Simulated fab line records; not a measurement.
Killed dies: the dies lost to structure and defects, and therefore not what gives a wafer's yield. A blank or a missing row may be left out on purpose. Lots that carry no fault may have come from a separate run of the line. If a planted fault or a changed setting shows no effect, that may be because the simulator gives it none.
Matching of chambers ; flow nand-harc ; 4 sister chambers for NHARC_A_M1_STRIP_18 on rie-diel-02
The step strips in N2/H2. 4 wafers are shown with their chamber, then 7 later ones without.

WAFERS PAIRED WITH THEIR CHAMBERS
wafer;chamber;power-w (W)
L470.3;3;1004.8
L470.6;0;1000.9
L471.1;1;1001.0
L471.2;2;996.9

WAFERS WITH NO CHAMBER GIVEN
wafer;power-w (W)
L471.6;1000.5
L472.4;1001.8
L472.5;1002.6
L472.6;1002.0
L481.2;1004.0
L481.3;1006.1
L481.6;1003.2

CHAMBER TAKEN BY EACH
wafer;from the rows above;in truth
L471.6;can't be placed: 0 or 1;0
L472.4;can't be placed: 1 or 0 or 3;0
L472.5;can't be placed: 1 or 0 or 3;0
L472.6;can't be placed: 1 or 0 or 3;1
L481.2;can't be placed: 3 or 1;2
L481.3;3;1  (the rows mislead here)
L481.6;can't be placed: 3 or 1 or 0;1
0 of 7 placed correctly. Unplaceable from these rows: 6, with the true chamber sitting among the candidates in 5. Placed wrongly: 1.
How it was worked out, from the rows above alone: a wafer's distance from a chamber is the root of the sum, over the readings, of the square of ((its reading less the chamber's mean) divided by the reading's scatter). If the next closest chamber is less than 2 further off than the closest, the wafer can't be placed; otherwise it belongs to the closest. The mean given for a chamber averages the wafers shown for that chamber. The scatter: root of mean squared gap, hidden wafer to nearest shown wafer, with one shown wafer a chamber.
